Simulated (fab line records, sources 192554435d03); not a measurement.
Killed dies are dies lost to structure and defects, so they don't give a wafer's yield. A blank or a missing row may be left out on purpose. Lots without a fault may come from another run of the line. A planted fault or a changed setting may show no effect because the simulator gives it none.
Which tool did it? | flow n5_finfet | 12 lots, 36 wafers sampled, at 3 steps of a route of 1938

WHAT THE GAUGES READ, wafer by wafer
N5_BEOL_M14_INSPECT_30: inspects for defects (macro).
lot  | measured     | on                | raw_defect_count
L076 | day 11 12:22 | defect_inspect-01 | 1 1 3
L075 | day 11 21:21 | defect_inspect-01 | 1 2 1
L079 | day 12 06:31 | defect_inspect-02 | 1 2 3
L081 | day 12 22:47 | defect_inspect-01 | 2 0 2
L083 | day 13 12:12 | defect_inspect-02 | 2 1 2
L086 | day 13 23:05 | defect_inspect-01 | 2 2 4
L087 | day 14 06:26 | defect_inspect-02 | 5 2 1
L089 | day 14 17:40 | defect_inspect-01 | 0 2 2
L090 | day 15 16:30 | defect_inspect-01 | 1 3 2
L094 | day 16 01:26 | defect_inspect-02 | 0 2 3
L096 | day 16 13:21 | defect_inspect-02 | 2 5 2
L097 | day 17 03:26 | defect_inspect-01 | 3 4 0

WHICH TOOL RAN EACH LOT (tool, then ch and the chambers of the sampled wafers, then the start)
lot  | N5_BEOL_M12_PRE_CLEAN_42     | N5_BEOL_M13_STRIP_64
L076 | pvd_sputter-01, day 11 04:39 | plasma_asher-01 ch 0,1, day 11 07:43
L075 | pvd_sputter-03, day 11 09:04 | plasma_asher-01 ch 0,1, day 11 12:08
L079 | pvd_sputter-01, day 11 17:43 | plasma_asher-01 ch 0,1, day 11 20:42
L081 | pvd_sputter-01, day 12 15:43 | plasma_asher-02 ch 0,1, day 12 17:53
L083 | pvd_sputter-01, day 13 02:02 | plasma_asher-01 ch 0,1, day 13 04:13
L086 | pvd_sputter-02, day 13 14:58 | plasma_asher-01 ch 0,1, day 13 17:31
L087 | pvd_sputter-02, day 13 20:32 | plasma_asher-01 ch 0,1, day 13 23:01
L089 | pvd_sputter-02, day 14 08:38 | plasma_asher-01 ch 1, day 14 11:06
L090 | pvd_sputter-03, day 15 06:26 | plasma_asher-02 ch 0,1, day 15 08:46
L094 | pvd_sputter-02, day 15 16:44 | plasma_asher-01 ch 0,1, day 15 19:05
L096 | pvd_sputter-03, day 16 06:10 | plasma_asher-01 ch 0,1, day 16 08:28
L097 | pvd_sputter-01, day 16 18:08 | plasma_asher-01 ch 0,1, day 16 21:34
- N5_BEOL_M12_PRE_CLEAN_42: time 30 s.
- N5_BEOL_M13_STRIP_64: strips in N2/H2.

THE ANSWER, worked out from the rows above alone
Rule: what is usual is taken from the lots themselves. Put in order of their means at a reading, lots are off if they are a third of the lots or fewer, leave a main group of 4 or more, and stand apart from it by a gap of 3 or more times the standard deviation of the main group's means; of several such gaps the widest counts. A main group whose means are all the same, to the digits that the tables above print for the reading, isn't used. A lot without any number at a reading at which 4 lots or more have one is off too. The other lots that the step has rows for count as sound.
No lot is off at any reading shown: from this, nothing can be told.

WHAT THE SIMULATOR HAD PUT IN
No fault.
